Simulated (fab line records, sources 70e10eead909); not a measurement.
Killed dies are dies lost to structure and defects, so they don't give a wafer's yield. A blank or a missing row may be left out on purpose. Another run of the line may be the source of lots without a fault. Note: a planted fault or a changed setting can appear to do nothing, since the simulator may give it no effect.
fab line records	flow nandHarc
[record] lots = 6	wafers = 18	lastDay = 32
route steps=1302 shown P_GATE@127 END@1302
lots with no fault: from the same line, run without faults
startH: the number of hours between the record's first day and the start of the first shown wafer of the lot	waitH: hours since the lot's step before	" identical to the entry in the row above	L1.1+2: a row that stands for several wafers	- either no value or no given start	* or withheld: withheld	< > ~ a bound
route shown NAME@n: names a module that has steps shown in the file, with the first one's number in the route	usual: mean/standard deviation taken from wafers without a fault	same: alike in all rows	chamber/n: place in a boat	sites: the reading at each site	_std_site: the standard deviation of these	_edge_site: the outer-site mean with the inner-site mean subtracted	radiusMm: for every site, how far away it sits from the centre of the wafer	mask NAME#n: copy n	behind: the most recent tool/chamber to have shaped the wafer	hold: reason for holding the lot/hours on hold/outcome of the hold	device: which transistor (n, p or np) failed to switch	end of line: the tests these same wafers got at the end of their route	a step without rows: its recipe alone	killed: not the wafer's yield, but the dies lost to structure and defects at the first sort	map: dies across one wafer; x = killed, . = not, _ = none there
set.NAME: the setting the step ran with; set.NAME@STEP: the setting that earlier step ran with	model.NAME: the simulator's own value behind a step, which no gauge read
a table for each step, a row for each wafer; lots at some steps of the route
services: the hour from which a tool's chamber was out of use, counted from the record's first day as startH (under 0 if before that day), plus the number of hours and why
[[steps]]
[step NHARC_P_GATE_PRECLEAN_71]
[recipe] timeS = *	tempC = 50	bathAgeMin = 0	chemistry = SC1
[step NHARC_P_GATE_SRD_72]
[step NHARC_P_GATE_OXIDE_16]
[recipe] targetThkA = 30	tempC = 875	oxTimeS = 392	material = SiO2
[step NHARC_P_GATE_CVD_17]
[recipe] targetThkA = 1500	tempC = 620	timeS = 900	material = poly-Si
[step NHARC_P_GATE_HM_DEP_102]
[recipe] targetThkA = 1200	tempC = 400	material = aC
[step NHARC_P_GATE_DEP_103]
[recipe] targetThkA = 300	targetThkNm = 30	tempC = 400	flowSccm = 200	rfW = 350	material = SiON
[usual] heaterPowerOuterW = 434/47	heaterPowerW = 725/74
lot.wafer	tool	chamber	startH	waitH	heaterPowerOuterW	heaterPowerW
L716.3	pecvd-02	2	100.85	0.3	510	770
L716.1	"	1	"	"	496	811
L716.5	"	1	"	"	501	793
L720.3	pecvd-04	0	138.35	0.3	415	713
L720.2	"	2	"	"	430	769
L720.4	"	1	"	"	499	817
L729.2	pecvd-03	2	245.93	0.5	350	597
L729.1	"	0	"	"	456	749
L729.4	"	2	"	"	340	616
L731.3	pecvd-03	1	254.62	0.4	416	745
L731.1	"	2	"	"	415	730
L731.5	"	1	"	"	429	762
L736.1	pecvd-04	1	299.57	0.6	403	735
L736.2	"	2	"	"	465	828
L736.4	"	0	"	"	406	677
L737.3	pecvd-02	0	310.26	0.4	369	571
L737.4	"	2	"	"	546	826
L737.5	"	1	"	"	394	677
[step NHARC_P_GATE_DEHYDRATE_18]
[recipe] tempC = 150	timeS = 120
[step NHARC_P_GATE_HMDS_19]
[recipe] timeS = 30
[step NHARC_P_GATE_COAT_20]
[recipe] spinRpm = 1500	resistThkNm = 90
[step NHARC_P_GATE_SOFTBAKE_21]
[recipe] tempC = 105	timeS = 55
[step NHARC_P_GATE_EBR_22]
[step NHARC_P_GATE_EXPOSE_23]
[recipe] na = 1.35	targetCdNm = 120	doseMj = 93.91	maskId = P_GATE
[step NHARC_P_GATE_PEB_24]
[recipe] pebTempC = 100	pebTimeS = 65
lot.wafer	tool	chamber	startH	waitH
L716.1+3+5	lithoTrack-06	0	101.45	0.1
L720.2+3+4	lithoTrack-01	0	138.95	0.1
L729.1+2+4	lithoTrack-06	0	246.50	0.1
L731.1+3+5	lithoTrack-06	0	255.19	0.1
L736.1+2+4	lithoTrack-04	0	300.14	0.1
L737.3+4+5	lithoTrack-01	0	310.83	0.0
[step NHARC_P_GATE_DEVELOP_25]
[recipe] developTimeS = 35	devTempC = 23
[step NHARC_P_GATE_CD_MEAS_26]
[recipe] targetCdNm = 120	landingEnergyEv = 500
[usual] cdNm = 119.8/0.56
lot.wafer	tool	chamber	startH	waitH	cdNm
L716.1	cdSem-01	0	101.53	-	120.4
L716.3	"	0	"	"	118.8
L716.5	"	0	"	"	119.5
L720.2	cdSem-01	0	139.03	-	119.1
L720.3	"	0	"	"	119.3
L720.4	"	0	"	"	118.5
L729.1	cdSem-02	0	246.58	-	119.0
L729.2	"	0	"	"	119.7
L729.4	"	0	"	"	114.4
L731.1	cdSem-03	0	255.27	-	120.4
L731.3	"	0	"	"	119.5
L731.5	"	0	"	"	114.6
L736.1	cdSem-03	0	300.22	-	119.8
L736.2	"	0	"	"	119.7
L736.4	"	0	"	"	120.0
L737.3	cdSem-02	0	310.91	-	118.9
L737.4	"	0	"	"	119.3
L737.5	"	0	"	"	120.0
[step NHARC_P_GATE_OVL_MEAS_27]
[usual] overlayXNm = -0.4/0.59	overlayYNm = 0.3/0.88
lot.wafer	tool	chamber	startH	waitH	overlayXNm	overlayYNm
L716.1	overlay-02	-	101.62	-	-0.6	0.5
L716.3	"	-	"	"	-1.1	0.5
L716.5	"	-	"	"	-0.3	1.1
L720.2	overlay-02	-	139.12	-	-0.9	0.4
L720.3	"	-	"	"	-0.1	0.0
L720.4	"	-	"	"	-0.8	0.1
L729.1	overlay-01	-	246.67	-	-0.3	1.1
L729.2	"	-	"	"	-0.4	0.8
L729.4	"	-	"	"	-0.7	1.2
L731.1	overlay-01	-	255.36	-	-0.4	-1.3
L731.3	"	-	"	"	-0.4	-1.4
L731.5	"	-	"	"	-0.1	-1.2
L736.1	overlay-01	-	300.30	-	-1.1	2.4
L736.2	"	-	"	"	-0.7	1.6
L736.4	"	-	"	"	-0.7	2.0
L737.3	overlay-01	-	311.00	-	-0.1	1.1
L737.4	"	-	"	"	-1.1	0.9
L737.5	"	-	"	"	-1.1	0.5
[step NHARC_P_GATE_INSPECT_28]
[usual] rawDefectCount = 5.5/2.5
lot.wafer	tool	chamber	startH	waitH	rawDefectCount
L716.1	defectInspect-01	-	101.66	0.0	3
L716.3	"	-	"	"	3
L716.5	"	-	"	"	4
L720.2	defectInspect-01	-	139.15	0.0	4
L720.3	"	-	"	"	6
L720.4	"	-	"	"	9
L729.1	defectInspect-01	-	246.71	0.0	1
L729.2	"	-	"	"	6
L729.4	"	-	"	"	5
L731.1	defectInspect-01	-	255.40	0.0	9
L731.3	"	-	"	"	1
L731.5	"	-	"	"	6
L736.1	defectInspect-02	-	300.34	0.0	12
L736.2	"	-	"	"	6
L736.4	"	-	"	"	2
L737.3	defectInspect-01	-	311.03	0.0	5
L737.4	"	-	"	"	2
L737.5	"	-	"	"	2
[step NHARC_P_GATE_DESCUM_31]
[recipe] timeS = 3	o2FlowSccm = 200	arFlowSccm = 0	biasPowerW = 0	chemistry = O2
[usual] drypumpMotorCurrentA = 5.8/0.67	mfcArSccm = 0.006/0.0088	oesProductAu = 0.998/0.0096	rfVppV = 57.6/0.9	showerheadPlenumPTorr = 1.88/0.07	throttleValvePct = 11.310/0.0089
lot.wafer	tool	chamber	startH	waitH	drypumpMotorCurrentA	mfcArSccm	oesProductAu	rfHoursCounterH	rfVppV	showerheadPlenumPTorr	throttleValvePct	model.P_GATE.cdNm
L716.3	rieDiel-12	3	101.72	0.1	5.9	0	1.004	0	55.7	1.79	11.310	118.8
L716.1	"	1	"	"	4.7	0	1.013	0	56.5	1.79	11.297	119.3
L716.5	"	3	"	"	5.9	0	1.010	-	56.7	1.79	11.321	119.4
L720.3	rieDiel-12	1	139.21	0.1	4.7	0	0.998	2.9	58.1	1.79	11.326	118.4
L720.2	"	0	"	"	6.6	0.003	1.004	3.2	58.3	1.98	11.307	119.2
L720.4	"	1	"	"	4.7	0	1.009	-	57.3	1.79	11.310	118.2
L729.1	rieDiel-04	0	246.77	0.1	5.7	0	1.010	2.8	57.3	1.93	11.300	118.8
L729.2	"	1	"	"	5.7	0	0.992	2.9	57.5	1.80	11.304	120.2
L729.4	"	2	"	"	5.8	0.011	0.990	2.3	59.1	1.98	11.310	114.4
L731.1	rieDiel-04	1	255.47	0.1	5.7	0	0.992	3.5	57.2	1.80	11.322	120.7
L731.3	"	2	"	"	5.8	0.011	0.997	3.0	59.5	1.98	11.310	119.3
L731.5	"	1	"	"	5.7	0	0.995	-	56.6	1.80	11.308	114.7
L736.2	rieDiel-09	3	300.40	0.1	5.2	0.026	1.002	8.4	58.6	1.88	11.319	120.1
L736.4	"	0	"	"	4.9	0	0.998	7.8	57.2	1.79	11.307	120.5
L736.1	"	1	"	"	5.5	0.002	0.996	6.9	57.9	1.91	11.311	120.1
L737.3	rieDiel-09	1	311.11	0.1	5.5	0.002	0.994	7.5	58.6	1.91	11.297	118.7
L737.5	"	1	"	"	5.4	0.002	0.992	-	57.0	1.91	11.313	119.6
L737.4	"	2	"	"	6.3	0.021	0.988	-	57.8	1.95	11.309	119.4
[step NHARC_P_GATE_ETCH_104]
[recipe] targetDepthA = 600	timeS = withheld	cf4FlowSccm = 100	chf3FlowSccm = 30	arFlowSccm = 0	rfW = 500	biasW = 200	chemistry = CF4/CHF3
[usual] drypumpMotorCurrentA = 5.8/0.65	mfcArSccm = 0.006/0.0085	oesProductAu = 0.940/0.023	rfVppV = 369.7/2.1	showerheadPlenumPTorr = 1.55/0.056	throttleValvePct = 16.802/0.0083
lot.wafer	tool	chamber	startH	waitH	drypumpMotorCurrentA	mfcArSccm	oesProductAu	rfVppV	showerheadPlenumPTorr	throttleValvePct
L716.3	rieDiel-12	0	101.81	0.1	6.6	0.003	0.975	371.6	1.62	16.806
L716.1	"	1	"	"	4.7	0	0.980	366.4	1.48	16.807
L716.5	"	2	"	"	6.7	0.011	0.965	369.5	1.54	16.812
L720.2	rieDiel-12	0	139.32	0.1	6.6	0.003	0.937	372.2	1.62	16.809
L720.3	"	2	"	"	6.7	0.011	0.928	368.3	1.54	16.787
L720.4	"	2	"	"	6.7	0.011	0.916	369.6	1.54	16.800
L729.1	rieDiel-04	1	246.85	0.1	5.7	0	0.950	367.6	1.48	16.807
L729.2	"	3	"	"	6.6	0	0.971	370.0	1.55	16.801
L729.4	"	0	"	"	5.6	0	0.972	371.6	1.58	16.794
L731.3	rieDiel-04	2	255.55	0.1	5.8	0.011	0.989	373.7	1.62	16.810
L731.1	"	3	"	"	6.6	0	0.978	370.2	1.55	16.809
L731.5	"	0	"	"	5.7	0	0.963	370.1	1.58	16.801
L736.2	rieDiel-09	3	300.49	0.1	5.2	0.026	0.947	369.5	1.54	16.790
L736.4	"	0	"	"	4.9	0	0.936	367.2	1.48	16.803
L736.1	"	1	"	"	5.5	0.002	0.944	370.2	1.57	16.789
L737.3	rieDiel-09	2	311.20	0.1	6.3	0.021	0.924	371.9	1.60	16.792
L737.4	"	2	"	"	6.4	0.021	0.924	372.4	1.60	16.798
L737.5	"	3	"	"	5.2	0.026	0.912	369.4	1.54	16.795
[step NHARC_P_GATE_HM_OPEN_105]
[recipe] targetDepthA = 3600	o2FlowSccm = 400	cosFlowSccm = 20	arFlowSccm = 0	rfW = 500	biasW = 300	chemistry = O2/COS
[usual] drypumpMotorCurrentA = 5.8/0.66	mfcArSccm = 0.006/0.0083	oesProductAu = 0.998/0.0099	rfVppV = 466.1/2.5	showerheadPlenumPTorr = 3.07/0.11	throttleValvePct = 28.331/0.0093
lot.wafer	tool	chamber	startH	waitH	drypumpMotorCurrentA	mfcArSccm	oesProductAu	rfHoursCounterH	rfVppV	showerheadPlenumPTorr	throttleValvePct
L716.3	rieDiel-12	3	-	-	5.9	0	0.997	0.0	463.1	2.94	28.336
L716.1	"	0	"	"	6.6	0.003	1.005	0.0	468.6	3.22	28.329
L716.5	"	1	"	"	4.7	0	0.991	-	462.6	2.93	28.340
L720.2	rieDiel-12	1	-	-	4.7	0	1.003	2.9	461.3	2.93	28.331
L720.3	"	2	"	"	6.8	0.011	0.997	3.3	466.8	3.05	28.320
L720.4	"	2	"	"	6.7	0.011	0.993	-	466.9	3.05	28.327
L729.1	rieDiel-04	2	-	-	5.8	0.011	0.993	2.4	470.0	3.22	28.332
L729.4	"	3	"	"	6.6	0	1.001	3.2	466.4	3.08	28.325
L729.2	"	0	"	"	5.7	0	1.016	2.8	467.3	3.14	28.335
L731.1	rieDiel-04	1	-	-	5.7	0	0.983	3.5	462.4	2.94	28.346
L731.3	"	3	"	"	6.6	0	0.986	4.3	466.3	3.08	28.339
L731.5	"	1	"	"	5.7	0	0.984	-	462.5	2.94	28.349
L736.1	rieDiel-09	2	-	-	6.4	0.021	1.002	7.3	469.1	3.18	28.307
L736.2	"	3	"	"	5.2	0.026	0.999	8.4	465.8	3.06	28.347
L736.4	"	0	"	"	4.9	0	1.002	7.8	462.3	2.93	28.330
L737.3	rieDiel-09	2	-	-	6.3	0.021	0.986	7.7	469.7	3.18	28.325
L737.4	"	3	"	"	5.2	0.026	0.995	-	464.8	3.06	28.343
L737.5	"	1	"	"	5.4	0.002	0.994	-	465.2	3.12	28.324
[step NHARC_P_GATE_STRIP_106]
[recipe] o2FlowSccm = 400	cosFlowSccm = 20	arFlowSccm = 0	biasW = 0	chemistry = O2/COS
[step NHARC_P_GATE_ETCH_114]
[recipe] targetDepthA = 300	overetchA = 30	timeS = 16.5	ionEnergyEv = 100	cf4FlowSccm = 80	o2FlowSccm = 20	arFlowSccm = 0	rfW = 300	biasW = 100	chemistry = CF4/O2
[usual] drypumpMotorCurrentA = 5.8/0.64	mfcArSccm = 0.006/0.0087	oesProductAu = 0.999/0.011	rfVppV = 197.3/1.2	showerheadPlenumPTorr = 1.31/0.048	throttleValvePct = 13.399/0.0085
lot.wafer	tool	chamber	startH	waitH	drypumpMotorCurrentA	mfcArSccm	oesProductAu	rfHoursCounterH	rfVppV	showerheadPlenumPTorr	throttleValvePct
L716.3	rieDiel-12	3	-	-	5.9	0	0.995	0.0	196.8	1.25	13.387
L716.1	"	1	"	"	4.7	0	1.010	0.1	195.1	1.25	13.409
L716.5	"	0	"	"	6.6	0.003	1.008	-	198.6	1.38	13.391
L720.3	rieDiel-12	0	-	-	6.6	0.003	0.999	3.2	200.3	1.38	13.400
L720.2	"	2	"	"	6.7	0.011	0.985	3.3	197.2	1.30	13.403
L720.4	"	2	"	"	6.7	0.011	0.991	-	197.3	1.30	13.388
L729.2	rieDiel-04	1	-	-	5.7	0	0.982	2.9	196.6	1.25	13.394
L729.4	"	3	"	"	6.6	0	0.990	3.2	198.0	1.31	13.389
L729.1	"	0	"	"	5.6	0	1.011	2.8	197.7	1.34	13.400
L731.1	rieDiel-04	0	-	-	5.7	0	1.005	3.9	197.3	1.34	13.397
L731.3	"	2	"	"	5.8	0.011	1.006	3.0	199.5	1.38	13.397
L731.5	"	0	"	"	5.6	0	1.013	-	197.2	1.34	13.405
L736.1	rieDiel-09	0	-	-	4.9	0	0.998	7.8	195.8	1.25	13.405
L736.4	"	2	"	"	6.3	0.021	1.005	7.3	199.0	1.36	13.404
L736.2	"	3	"	"	5.2	0.026	0.997	8.4	197.4	1.31	13.395
L737.3	rieDiel-09	3	-	-	5.2	0.026	1.003	9.0	197.1	1.31	13.389
L737.5	"	3	"	"	5.2	0.026	0.993	-	196.4	1.31	13.397
L737.4	"	1	"	"	5.5	0.002	0.996	-	198.6	1.33	13.410
[step NHARC_P_GATE_ETCH_32]
[recipe] targetDepthA = 1500	overEtchFrac = 1	overEtchIonEnergyEv = 40	timeS = 100.1	hbrFlowSccm = 150	cl2FlowSccm = 50	rfW = 400	icpW = 400	biasW = 100	chemistry = HBr/Cl2
[usual] drypumpMotorCurrentA = 5.6/0.38	oesProductAu = 0.998/0.01	throttleValvePct = 26.407/0.01
lot.wafer	tool	chamber	startH	waitH	drypumpMotorCurrentA	oesProductAu	rfHoursCounterH	throttleValvePct	model.P_GATE.cdNm
L716.1	rieSi-01	3	102.18	-	5.7	1.007	0.40	26.391	120
L716.3	"	0	"	"	5.4	1.012	0.45	26.393	120.7
L716.5	"	0	"	"	5.4	1.001	-	26.409	119.9
L720.2	rieSi-06	0	139.76	-	5.9	1.010	0.40	26.403	123.6
L720.3	"	1	"	"	5.8	1.010	0.43	26.412	120.3
L720.4	"	2	"	"	5.4	1.009	0.42	26.427	120.8
L729.1	rieSi-04	1	247.23	-	5.2	0.995	0.41	26.397	123.9
L729.2	"	2	"	"	6.5	1.001	0.53	26.417	121.1
L729.4	"	0	"	"	5.6	0.992	0.43	26.401	118.1
L731.1	rieSi-04	1	255.95	-	5.2	0.997	0.50	26.390	122.8
L731.3	"	2	"	"	6.5	1.006	0.62	26.400	124.8
L731.5	"	3	"	"	5.4	0.990	-	26.401	116.5
L736.1	rieSi-06	3	300.86	-	5.3	1.010	0.26	26.418	118.5
L736.4	"	1	"	"	5.8	0.983	0.27	26.400	123
L736.2	"	2	"	"	5.4	0.998	0.26	26.392	119.3
L737.3	rieSi-04	0	311.70	-	5.6	0.986	0.84	26.404	115.4
L737.4	"	3	"	"	5.5	0.990	0.90	26.414	121
L737.5	"	1	"	"	5.2	0.997	-	26.430	118.3
[step NHARC_P_GATE_STRIP_108]
[recipe] o2FlowSccm = 500	arFlowSccm = 0	biasW = 0	chemistry = O2
[usual] drypumpMotorCurrentA = 5.8/0.63	mfcArSccm = 0.007/0.009	oesProductAu = 0.998/0.01	rfVppV = 57.6/0.83	showerheadPlenumPTorr = 3.47/0.12	throttleValvePct = 17.036/0.0096
lot.wafer	tool	chamber	startH	waitH	drypumpMotorCurrentA	mfcArSccm	oesProductAu	rfHoursCounterH	rfVppV	showerheadPlenumPTorr	throttleValvePct
L716.1	rieDiel-12	0	102.37	-	6.6	0.003	1.018	0.0	59.0	3.64	17.038
L716.3	"	1	"	"	4.7	0	1.008	0.1	57.9	3.31	17.037
L716.5	"	3	"	"	5.9	0	0.997	-	56.7	3.32	17.055
L720.2	rieDiel-12	2	139.92	-	6.7	0.011	1.003	3.3	56.5	3.45	17.040
L720.3	"	0	"	"	6.6	0.003	1.016	3.3	57.5	3.64	17.038
L720.4	"	1	"	"	4.7	0	1.002	-	56.5	3.31	17.049
L729.4	rieDiel-09	2	247.39	-	6.4	0.021	1.006	4.2	58.5	3.59	17.023
L729.1	"	3	"	"	5.2	0.026	0.996	4.2	56.9	3.46	17.036
L729.2	"	0	"	"	4.9	0	1.007	4.1	57.0	3.32	17.039
L731.1	rieDiel-04	0	256.08	-	5.7	0	1.000	3.9	58.9	3.55	17.032
L731.3	"	3	"	"	6.6	0	0.982	4.3	57.7	3.48	17.028
L731.5	"	0	"	"	5.7	0	0.994	-	57.7	3.55	17.035
L736.1	rieDiel-04	2	301.03	-	5.8	0.011	0.997	6.8	57.2	3.63	17.045
L736.2	"	1	"	"	5.7	0	0.983	7.0	58.4	3.32	17.040
L736.4	"	1	"	"	5.7	0	0.978	-	57.9	3.32	17.022
L737.4	rieDiel-04	3	311.88	-	6.7	0	0.992	9.1	57.4	3.47	17.025
L737.3	"	1	"	"	5.7	0	0.992	7.7	57.3	3.32	17.019
L737.5	"	2	"	"	5.8	0.011	0.997	-	58.0	3.63	17.040
[step NHARC_END_SORT_01]
[recipe] tempC = 25
[usual] killedAtArray = 55/12	killedAtOther = 1.0/1.2	killedAtPeriphery = 3.9/2.6	killedDies = 60/12	killedOpen = 3.3/1.9	killedShort = 2.5/1.8
[same] grossDies = 677
lot.wafer	tool	chamber	startH	waitH	killedAtArray	killedAtOther	killedAtPeriphery	killedDies	killedOpen	killedShort
L729.1	prober-02	0	714.49	2.5	56	0	1	57	6	2
L729.2	prober-02	0	715.29	2.8	68	0	1	69	3	1
L729.4	prober-02	0	716.90	3.4	63	1	0	64	4	1
L731.1	prober-01	0	724.08	2.5	75	2	2	79	4	1
L731.3	prober-01	0	725.66	3.1	74	0	1	75	4	5
L731.5	prober-01	0	727.24	3.7	77	1	3	81	4	6
// killed by level:class
L729.1 A_CHANNEL_HOLE_D1:chamberFilmFlake=27 A_CHANNEL_HOLE_D2:chamberFilmFlake=16 A_CONTACT:chamberFilmFlake=2 A_SLIT:chamberFilmFlake=2 A_SOURCE_PLATE:geometricParticle:open=1 A_ONON_D2:geometricParticle:short=1 A_ONON_D2:geometricParticle:open=1 A_CHANNEL_HOLE_D2:geometricParticle:open=1
L729.2 A_CHANNEL_HOLE_D1:chamberFilmFlake=33 A_CHANNEL_HOLE_D2:chamberFilmFlake=23 A_SLIT:chamberFilmFlake=3 A_M1:geometricParticle:open=2 A_CHANNEL_FILL_D2:chamberFilmFlake=2 A_STAIRCASE:chamberFilmFlake=2 P_M0:geometricParticle:open=1 A_CHANNEL_HOLE_D2:geometricParticle:short=1
L729.4 A_CHANNEL_HOLE_D1:chamberFilmFlake=29 A_CHANNEL_HOLE_D2:chamberFilmFlake=25 A_ONON_D1:geometricParticle:open=2 A_STAIRCASE:chamberFilmFlake=2 A_CHANNEL_FILL_D1:geometricParticle:short=1 A_CHANNEL_FILL_D1:geometricParticle:open=1 A_WL_FILL:geometricParticle:open=1 A_WL_FILL:chamberFilmFlake=1
L731.1 A_SLIT:chamberFilmFlake=33 A_CHANNEL_HOLE_D1:chamberFilmFlake=29 A_CONTACT:chamberFilmFlake=3 A_ONON_D1:geometricParticle:open=2 A_BLC:chamberFilmFlake=2 THIN_TSV:chamberFilmFlake=2 P_GATE:geometricParticle:open=1 A_CHANNEL_FILL_D2:geometricParticle:open=1
L731.3 A_SLIT:chamberFilmFlake=34 A_CHANNEL_HOLE_D1:chamberFilmFlake=26 A_CHANNEL_FILL_D2:geometricParticle:short=2 A_SGD_CUT:geometricParticle:short=2 A_STAIRCASE:chamberFilmFlake=2 A_WL_FILL:chamberFilmFlake=2 A_BLC:chamberFilmFlake=2 P_GATE:geometricParticle:open=1
L731.5 A_SLIT:chamberFilmFlake=32 A_CHANNEL_HOLE_D1:chamberFilmFlake=29 P_M0:geometricParticle:short=2 A_CHANNEL_FILL_D2:chamberFilmFlake=2 A_WL_FILL:chamberFilmFlake=2 A_BLC:chamberFilmFlake=2 A_ONON_D1:geometricParticle:open=1 A_CHANNEL_FILL_D1:geometricParticle:open=1
[[services]]
tool	chamber	startH	hours	kind
rieSi-04	0	80.86	4.7	repair
pecvd-04	-	88.44	13.0	pm
rieDiel-12	-	91.40	9.0	pm
pecvd-02	-	96.38	1.6	repair
rieDiel-04	2	97.48	4.4	repair
rieDiel-04	0	100.26	5.4	repair
rieDiel-12	3	105.20	9.5	repair
rieDiel-12	1	115.62	12.3	repair
rieDiel-04	1	132.70	1.3	repair
rieDiel-12	3	139.04	2.6	repair
rieDiel-09	-	143.10	9.0	pm
rieSi-04	0	145.52	7.4	repair
lithoTrack-01	-	155.00	7.0	pm
rieSi-04	-	165.00	9.0	pm
rieDiel-12	1	165.31	4.3	repair
rieDiel-04	-	177.90	9.0	pm
lithoTrack-06	-	179.00	7.0	pm
rieDiel-04	2	232.60	11.0	repair
rieDiel-09	2	233.44	7.4	repair
rieDiel-12	-	268.40	9.0	pm
rieDiel-12	0	288.66	8.2	repair
rieDiel-04	3	294.22	8.4	repair
rieDiel-04	0	298.58	8.8	repair
rieDiel-09	0	309.45	8.7	repair
[[key]]
[firstSign] step = NHARC_P_GATE_CD_MEAS_26	reading = cdNm	direction = down	sigmas = 9.4	usual = 119.8	struck = 114.5
effect none on later readings
[modelEffect] step = NHARC_P_GATE_DESCUM_31	value = P_GATE.cdNm	without = 119.8	struck = 114.6
[modelEffect] step = NHARC_P_GATE_ETCH_32	value = P_GATE.cdNm	without = 122.5	struck = 117.3
metAt NHARC_P_GATE_PEB_24
struckWafers L729.4,L731.5
testerLeftOut L729,L731
onsetBetween 101.45 246.50
[fault] kind = processParameterDrift	tool = lithoTrack-06	chamber = -	onsetH = 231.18	steps = NHARC_P_GATE_PEB_24	channel = pebTimeS	offset = *	shape = step	endH = 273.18	scope = struckWafersOnly	actsIn = *	stated = *
// testerLeftOut: of these lots the tester's yield and bins aren't shown, on N5 and GAA mostly nor the transistor test; their killed dies are dies lost to structure and defects alone, not to doping, threshold or leakage, so they don't give the yield
